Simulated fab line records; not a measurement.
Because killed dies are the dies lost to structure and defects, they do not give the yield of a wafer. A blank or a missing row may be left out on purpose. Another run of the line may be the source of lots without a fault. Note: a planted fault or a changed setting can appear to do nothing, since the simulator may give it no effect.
A struck lot beside a sound one    flow n5_finfet    17 out of 1938 route steps
Sound: wafers L794.2, L794.4, L794.6. Struck: wafers L782.2, L782.4, L782.5. The cause is given at the end.
At each step with rows: each side's tool, then ch and its chambers, then its first start. Under that, the readings that differ: sound wafers    struck wafers    difference of the means    sigmas: that difference in standard deviations of wafers without a fault.
alike: a reading whose means differ by less than 2 such deviations, as well as words and numbers matching on both sides. not compared: withheld readings; readings where some wafer has no value; bounds like >300 that might hide an equal value; numbers whose values overlap and for which the record gives no deviation.
The two part at a step that has a row with sigmas, a row that says differs or no value, or rows on one side only. Numbers that don't overlap but have no deviation are shown without sigmas and don't part them. A reading that every wafer of one side lacks parts them only if that side has two wafers or more.

first, 3 steps without rows for these wafers: N5_HKMG_FIN_WET_ETCH_65 (etches a-Si in TMAH, stops on TiN, time 49 s, target depth 3 nm); N5_HKMG_FIN_WET_ETCH_81 (etches TiN in SC1, stops on HfO2, time 57 s, target depth 6 nm); N5_HKMG_FIN_WET_ETCH_82 (etches La2O3 in dHCl, stops on HfO2, target depth 2 nm, rinse time 30 s).
N5_HKMG_FIN_ALD_36: deposits TiN, target thk 1 nm, pulse time 1 s, purge time 3 s.
  sound on ald_metal-01 ch 0,3, day 8 01:51; struck on ald_metal-01 ch 0,3, day 5 01:07
  alike: heater_power_w, precursor_pulse_height_rel
N5_HKMG_FIN_THK_MEAS_70: measures by xrf.
  struck on film_metro-01, day 5 01:24; sound on film_metro-02, day 8 02:09
  alike: HK_THK
N5_HKMG_FIN_PWFM_ALD_03: deposits TiN, target thk 2 nm, pulse time 1 s, purge time 3 s.
  sound on ald_metal-03 ch 0,1,3, day 8 02:11; struck on ald_metal-04 ch 1,2, day 5 01:26
  alike: heater_power_w, precursor_pulse_height_rel
then, 6 steps without rows for these wafers: N5_HKMG_FIN_COAT_29 (time 60 s, resist thk 300 nm); N5_HKMG_FIN_COAT_30 (time 60 s, resist thk 35 nm); N5_HKMG_FIN_COAT_06 (resist thk 90 nm); N5_HKMG_FIN_EBR_08; N5_HKMG_FIN_SOFTBAKE_07 (time 60 s); N5_HKMG_FIN_EXPOSE_09 (exposes mask NWFM).
N5_HKMG_FIN_PEB_10: peb time 60 s.
  sound on litho_track-04 ch 0, day 8 02:58; struck on litho_track-01 ch 0, day 5 02:13
then, 1 step without rows for these wafers: N5_HKMG_FIN_DEVELOP_11 (develop time 30 s).
N5_HKMG_FIN_CD_MEAS_12 targets a cd of 92.8 nm.
  sound on cd_sem-03 ch 0, day 8 03:02; struck on cd_sem-01 ch 0, day 5 02:17
reading     sound           struck          difference  sigmas
cd_nm (nm)  93.8 94.7 93.5  85.0 84.0 83.8  -9.7        -15
N5_HKMG_FIN_OVL_MEAS_13:
  sound on overlay-02 ch 0, day 8 03:04; struck on overlay-02 ch 0, day 5 02:19
  alike: NWFM_OVL
-- here the record skips 10 days between the struck wafers' starts before and after, leaving off in module HKMG_FIN and picking up in module PASSIVATION (first step shown: number 1936 of the route) --
N5_PASSIVATION_PROBE_49:
  rows exist in the record for the struck wafers here (prober-02, day 14 20:04), but not for the sound ones

WHERE THEY PART
Last at N5_PASSIVATION_PROBE_49 as far as this record goes, first at N5_HKMG_FIN_CD_MEAS_12.

WHY: what had been put in by the simulator
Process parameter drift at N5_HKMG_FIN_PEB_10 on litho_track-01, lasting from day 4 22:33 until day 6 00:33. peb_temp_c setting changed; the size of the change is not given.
